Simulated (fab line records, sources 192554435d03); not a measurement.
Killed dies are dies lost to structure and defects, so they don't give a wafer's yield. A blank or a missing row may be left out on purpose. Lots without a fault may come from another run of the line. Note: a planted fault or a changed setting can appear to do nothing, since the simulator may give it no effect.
Split-lot experiment | flow n5 finfet | route with 1938 steps; 7 lots, 21 wafers read

== THE SPLIT ITSELF ==
At N5_BEOL_M14_EXPOSE_25 (exposes mask M14, target cd 280 nm), the setting dose mj was moved away from the recipe's 26.6 on 8 of the 21 wafers read, by -6.5% to +4.5%. This setting was run at the recipe's value on the other wafers.

== FROM THE SPLIT TO THE READING: what the file shows between them, 3 steps ==
- N5_BEOL_M14_PEB_26: peb time 90 s
- N5_BEOL_M14_DEVELOP_27: develop time 45 s
- N5_BEOL_M14_HARDBAKE_32: time 120 s

== THE READING ==
cd nm (nm) at N5_BEOL_M14_CD_MEAS_28, where the cd target is 284.4 nm. Fault-free wafers of this fab line usually give 285.3 nm, standard deviation 1.9 nm.

wafer  | tool, chamber at the split | dose mj as run | against the recipe | cd nm, nm | against lot-mates on the recipe
L075.1 | krf scanner-02, 0          | 26.6           | recipe             | 285.0     | -
L075.3 | krf scanner-02, 0          | 26.6           | recipe             | 287.2     | -
L075.6 | krf scanner-02, 0          | 26.6           | recipe             | 283.8     | -
L076.4 | krf scanner-01, 0          | 26.6           | recipe             | 289.0     | -
L076.5 | krf scanner-01, 0          | 27.61          | +3.8%              | 289.5     | +0.5
L076.6 | krf scanner-01, 0          | 27.61          | +3.8%              | 289.0     | +0.0
L078.2 | krf scanner-02, 0          | 24.86          | -6.5%              | 276.0     | -11.1
L078.3 | krf scanner-02, 0          | 24.86          | -6.5%              | 275.7     | -11.4
L078.5 | krf scanner-02, 0          | 26.6           | recipe             | 287.1     | -
L082.1 | krf scanner-02, 0          | 26.6           | recipe             | 285.7     | -
L082.3 | krf scanner-02, 0          | 26.6           | recipe             | 286.4     | -
L082.4 | krf scanner-02, 0          | 26.6           | recipe             | 289.1     | -
L083.2 | krf scanner-02, 0          | 26.6           | recipe             | 285.1     | -
L083.4 | krf scanner-02, 0          | 26.6           | recipe             | 285.5     | -
L083.6 | krf scanner-02, 0          | 26.6           | recipe             | 285.8     | -
L087.3 | krf scanner-02, 0          | 25.37          | -4.6%              | 276.3     | -5.9
L087.5 | krf scanner-02, 0          | 26.6           | recipe             | 282.2     | -
L087.6 | krf scanner-02, 0          | 25.37          | -4.6%              | 273.3     | -8.9
L089.2 | krf scanner-02, 0          | 26.6           | recipe             | 286.0     | -
L089.3 | krf scanner-02, 0          | 27.81          | +4.5%              | 290.2     | +4.2
L089.6 | krf scanner-02, 0          | 27.81          | +4.5%              | 293.7     | +7.7

THE FIT
A straight line over all 21 wafers: cd nm changes by +1.57 nm for each +1% of dose mj; r = +0.92; the points scatter about the line by 2.2 nm.
The same after taking each lot's own level away (the mean of its wafers on the recipe; 21 wafers): +1.34 nm for each +1%; r = +0.91; scatter 1.9 nm.
Per that fit: largest dose mj move, reading shift of 8.8 nm.
From 282.20 to 289.00 nm: that is the span of the lots' own levels, equal to 3.6 times the standard deviation above.
Thus the slope moves with the lot-to-lot level: the two fits are different.
Check: with one of the wafers moved furthest among these (-6.5%) left out of the fit, the line predicts -9.13 nm for it against its lot-mates. It came out at -11.1 nm against them.

== THE OTHER SPLITS THESE WAFERS WENT THROUGH ==
Note: prior to the reading, these wafers also went through further splits. Each is held against what the fit with the lots' levels taken away leaves over:
other split on the same wafers | wafers away from the commonest value | r with cd nm (lot level and that fit taken away)
N5_BEOL_M11_EXPOSE_08 dose mj  | 7                                    | +0.01
N5_BEOL_M12_COAT_58 spin rpm   | 3                                    | -0.18
N5_BEOL_M12_COAT_04 spin rpm   | 9                                    | +0.14
N5_BEOL_M13_SPUTTER_44 power w | 8                                    | -0.24

== THE WHOLE CHAIN: every reading that the file lists as answering this split, in the file's order ==
step                   | what it does                                           | reading                                                         | change (the file's fit)              | r (the file's)
N5_BEOL_M14_CD_MEAS_28 | target cd 284.4 nm                                     | cd nm                                                           | +1.37 nm for each +1% of the setting | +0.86
N5_BEOL_M14_ETCH_67    | etches SiARC in CF4, target depth 143 nm, time 238.3 s | BEOL_M14.cd nm (the simulator's own value, which no gauge read) | +1.38 nm for each +1% of the setting | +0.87

== FILE'S OWN FIT ==
cd nm changes by +1.37 nm for each +1% of dose mj, r = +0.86.
